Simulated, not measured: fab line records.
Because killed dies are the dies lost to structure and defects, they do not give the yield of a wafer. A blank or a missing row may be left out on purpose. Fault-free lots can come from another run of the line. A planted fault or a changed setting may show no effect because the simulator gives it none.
Matching of chambers / flow n5Finfet / N5_BEOL_M3_PRE_CLEAN_60 on cvdCo-02: 3 sister chambers
The step time 15 s. 6 wafers are shown with their chamber, then 12 later ones without.

WAFERS WITH THEIR CHAMBER
wafer=L086.6; chamber=0; heaterPowerW (W)=102
wafer=L087.1; chamber=2; heaterPowerW (W)=44
wafer=L087.6; chamber=0; heaterPowerW (W)=98
wafer=L088.1; chamber=1; heaterPowerW (W)=59
wafer=L088.2; chamber=2; heaterPowerW (W)=44
wafer=L088.5; chamber=1; heaterPowerW (W)=59

WAFERS WHOSE CHAMBER IS MISSING
wafer=L089.3; heaterPowerW (W)=59
wafer=L089.5; heaterPowerW (W)=59
wafer=L089.6; heaterPowerW (W)=44
wafer=L093.1; heaterPowerW (W)=60
wafer=L093.2; heaterPowerW (W)=101
wafer=L093.6; heaterPowerW (W)=44
wafer=L094.3; heaterPowerW (W)=44
wafer=L094.4; heaterPowerW (W)=44
wafer=L094.6; heaterPowerW (W)=100
wafer=L097.3; heaterPowerW (W)=103
wafer=L097.4; heaterPowerW (W)=44
wafer=L097.6; heaterPowerW (W)=61

THE CHAMBER EACH PASSED THROUGH
wafer=L089.3; from the rows above=1; in truth=1
wafer=L089.5; from the rows above=1; in truth=1
wafer=L089.6; from the rows above=2; in truth=2
wafer=L093.1; from the rows above=1; in truth=1
wafer=L093.2; from the rows above=0; in truth=0
wafer=L093.6; from the rows above=2; in truth=2
wafer=L094.3; from the rows above=2; in truth=2
wafer=L094.4; from the rows above=2; in truth=2
wafer=L094.6; from the rows above=0; in truth=0
wafer=L097.3; from the rows above=0; in truth=0
wafer=L097.4; from the rows above=2; in truth=2
wafer=L097.6; from the rows above=1; in truth=1
Correctly placed: 12 of 12. Not placeable from these rows: 0. Wrongly placed: 0.
How it was worked out, from the rows above alone: a wafer's distance from a chamber is the root of the sum, over the readings, of the square of ((its reading less the chamber's mean) divided by the reading's scatter). If the next closest chamber is less than 2 further off than the closest, the wafer can't be placed; otherwise it belongs to the closest. The mean given for a chamber averages the wafers shown for that chamber. The scatter: the root of (the sum of the squares of (reading less its chamber's mean) over the shown wafers, divided by (wafers less chambers)).
